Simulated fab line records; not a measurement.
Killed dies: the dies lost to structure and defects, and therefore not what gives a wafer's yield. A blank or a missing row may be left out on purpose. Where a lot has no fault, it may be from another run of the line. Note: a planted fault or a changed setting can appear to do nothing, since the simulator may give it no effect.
Split-lot experiment / flow n5_finfet / 21 wafers read from 7 lots, route of 1938 steps

SPLIT DETAILS
At N5_MOL_CONTACT_COAG_EXPOSE_05 (exposes mask CA, defocus 0 nm), the setting dose_mj was moved away from the recipe's 38.25 on 7 of the 21 wafers read, by -6.2% to +6.3%. For the rest of the wafers, this setting stayed at what the recipe calls for.

FROM THE SPLIT TO THE READING: what the file shows between them, 14 steps
- N5_MOL_CONTACT_COAG_PEB_06: peb time 60 s
- N5_MOL_CONTACT_COAG_DEVELOP_07: develop time 30 s
- N5_MOL_CONTACT_COAG_CD_MEAS_08: target cd 28 nm
- N5_MOL_CONTACT_COAG_DESCUM_13: chemistry O2, time 7 s
- N5_MOL_CONTACT_COAG_ETCH_59: etches underlayer in N2/H2, target depth 13 nm, time 10.4 s
- N5_MOL_CONTACT_COAG_ETCH_105: etches SiARC in CF4, target depth 15.6 nm, time 26 s
- N5_MOL_CONTACT_COAG_ETCH_106: etches SOC in N2/H2, target depth 80 nm, overetch 16 nm, time 120 s
- N5_MOL_CONTACT_COAG_STRIP_107: strips in N2/H2
- N5_MOL_CONTACT_COAG_STRIP_108: strips in N2/H2
- N5_MOL_CONTACT_COAG_CONTACT_ETCH_14: etches SiO2 in C4F6/O2, target depth 27.5 nm, overetch 8.5 nm, time 20 s
- N5_MOL_CONTACT_COAG_STRIP_109: strips in C4F6/O2
- N5_MOL_CONTACT_COAG_ETCH_15: etches SiNx in CH3F/O2, stops on Si:P, target depth 7 nm
- N5_MOL_CONTACT_COAG_ETCH_110: etches Si in CF4/O2, target depth 2.5 nm, time 8 s
- N5_MOL_CONTACT_COAG_STRIP_98: strips in N2/H2

THE READING
Shown in nm: cd_nm at N5_MOL_CONTACT_COAG_CD_MEAS_99, with target cd 17.2 nm. A value of 17.3 nm with a standard deviation of 0.39 nm is what fault-free wafers of this fab line usually give.

wafer=L075.3; tool, chamber at the split=euv_scanner-01, 0; dose_mj as run=38.25; against the recipe=recipe; cd_nm, nm=17.4; against lot-mates on the recipe=-
wafer=L075.4; tool, chamber at the split=euv_scanner-01, 0; dose_mj as run=35.88; against the recipe=-6.2%; cd_nm, nm=15.5; against lot-mates on the recipe=-1.9
wafer=L075.5; tool, chamber at the split=euv_scanner-01, 0; dose_mj as run=38.25; against the recipe=recipe; cd_nm, nm=17.5; against lot-mates on the recipe=-
wafer=L076.2; tool, chamber at the split=euv_scanner-01, 0; dose_mj as run=38.25; against the recipe=recipe; cd_nm, nm=17.6; against lot-mates on the recipe=-
wafer=L076.3; tool, chamber at the split=euv_scanner-01, 0; dose_mj as run=38.25; against the recipe=recipe; cd_nm, nm=17.6; against lot-mates on the recipe=-
wafer=L076.6; tool, chamber at the split=euv_scanner-01, 0; dose_mj as run=38.25; against the recipe=recipe; cd_nm, nm=17.3; against lot-mates on the recipe=-
wafer=L085.2; tool, chamber at the split=euv_scanner-02, 0; dose_mj as run=38.25; against the recipe=recipe; cd_nm, nm=17.0; against lot-mates on the recipe=-
wafer=L085.3; tool, chamber at the split=euv_scanner-02, 0; dose_mj as run=38.25; against the recipe=recipe; cd_nm, nm=17.2; against lot-mates on the recipe=-
wafer=L085.5; tool, chamber at the split=euv_scanner-02, 0; dose_mj as run=38.25; against the recipe=recipe; cd_nm, nm=17.0; against lot-mates on the recipe=-
wafer=L086.3; tool, chamber at the split=euv_scanner-02, 0; dose_mj as run=38.25; against the recipe=recipe; cd_nm, nm=17.0; against lot-mates on the recipe=-
wafer=L086.4; tool, chamber at the split=euv_scanner-02, 0; dose_mj as run=38.25; against the recipe=recipe; cd_nm, nm=16.8; against lot-mates on the recipe=-
wafer=L086.6; tool, chamber at the split=euv_scanner-02, 0; dose_mj as run=39.87; against the recipe=+4.2%; cd_nm, nm=18.1; against lot-mates on the recipe=+1.2
wafer=L087.1; tool, chamber at the split=euv_scanner-02, 0; dose_mj as run=37.39; against the recipe=-2.2%; cd_nm, nm=16.8; against lot-mates on the recipe=+0.0
wafer=L087.2; tool, chamber at the split=euv_scanner-02, 0; dose_mj as run=38.25; against the recipe=recipe; cd_nm, nm=16.8; against lot-mates on the recipe=-
wafer=L087.4; tool, chamber at the split=euv_scanner-02, 0; dose_mj as run=37.39; against the recipe=-2.2%; cd_nm, nm=16.2; against lot-mates on the recipe=-0.6
wafer=L090.2; tool, chamber at the split=euv_scanner-02, 0; dose_mj as run=40.67; against the recipe=+6.3%; cd_nm, nm=18.5; against lot-mates on the recipe=+0.8
wafer=L090.4; tool, chamber at the split=euv_scanner-02, 0; dose_mj as run=38.25; against the recipe=recipe; cd_nm, nm=17.7; against lot-mates on the recipe=-
wafer=L090.5; tool, chamber at the split=euv_scanner-02, 0; dose_mj as run=40.67; against the recipe=+6.3%; cd_nm, nm=19.1; against lot-mates on the recipe=+1.4
wafer=L096.1; tool, chamber at the split=euv_scanner-01, 0; dose_mj as run=38.25; against the recipe=recipe; cd_nm, nm=16.9; against lot-mates on the recipe=-
wafer=L096.2; tool, chamber at the split=euv_scanner-01, 0; dose_mj as run=38.25; against the recipe=recipe; cd_nm, nm=16.9; against lot-mates on the recipe=-
wafer=L096.3; tool, chamber at the split=euv_scanner-01, 0; dose_mj as run=37.04; against the recipe=-3.2%; cd_nm, nm=16.7; against lot-mates on the recipe=-0.2

FIT RESULTS
A straight line over all 21 wafers: cd_nm changes by +0.252 nm for each +1% of dose_mj; r = +0.92; the points scatter about the line by 0.31 nm.
The same after taking each lot's own level away (the mean of its wafers on the recipe; 21 wafers): +0.211 nm for each +1%; r = +0.91; scatter 0.27 nm.
Per that fit: largest dose_mj move, reading shift of 1.3 nm.
The span of the lots' own levels, 16.80 to 17.70 nm, comes to 2.3 times the standard deviation stated above.
Thus the slope moves with the lot-to-lot level: the two fits are different.
Check: +1.56 nm against its lot-mates is what the line predicts for one of the wafers moved furthest among these (+6.3%) when that wafer is left out of the fit. It came out at +0.8 nm against them.

OTHER SPLITS APPLIED TO THESE WAFERS
Before the reading, these wafers also passed through other splits. Each is held against what the fit with the lots' levels taken away leaves over:
other split on the same wafers=N5_HKMG_FIN_DEVELOP_48 develop_time_s; wafers away from the commonest value=6; r with cd_nm (lot level and that fit taken away)=+0.33
other split on the same wafers=N5_GATE_CUT_ETCH_56 icp_w; wafers away from the commonest value=10; r with cd_nm (lot level and that fit taken away)=+0.14
other split on the same wafers=N5_MOL_CONTACT_COAG_COAT_58 spin_rpm; wafers away from the commonest value=7; r with cd_nm (lot level and that fit taken away)=+0.45

THE WHOLE CHAIN: every reading that the file lists as answering this split, in the file's order
step=N5_MOL_CONTACT_COAG_CD_MEAS_08; what it does=target cd 28 nm; reading=cd_nm; change (the file's fit)=+0.243 nm for each +1% of the setting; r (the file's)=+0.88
step=N5_MOL_CONTACT_COAG_ETCH_59; what it does=etches underlayer in N2/H2, target depth 13 nm, time 10.4 s; reading=MOL_CONTACT_COAG.cd_offset_nm (the simulator's own value, which no gauge read); change (the file's fit)=+0.217 nm for each +1% of the setting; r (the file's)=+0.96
step=N5_MOL_CONTACT_COAG_ETCH_106; what it does=etches SOC in N2/H2, target depth 80 nm, overetch 16 nm, time 120 s; reading=MOL_CONTACT_COAG.cd_offset_nm (the simulator's own value, which no gauge read); change (the file's fit)=+0.197 nm for each +1% of the setting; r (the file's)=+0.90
step=N5_MOL_CONTACT_COAG_ETCH_15; what it does=etches SiNx in CH3F/O2, stops on Si:P, target depth 7 nm; reading=MOL_CONTACT_COAG.cd_offset_nm (the simulator's own value, which no gauge read); change (the file's fit)=+0.214 nm for each +1% of the setting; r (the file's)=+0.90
step=N5_MOL_CONTACT_COAG_CD_MEAS_99; what it does=target cd 17.2 nm; reading=cd_nm; change (the file's fit)=+0.227 nm for each +1% of the setting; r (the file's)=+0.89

THE FILE'S OWN FIT
cd_nm changes by +0.227 nm for each +1% of dose_mj, r = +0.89.
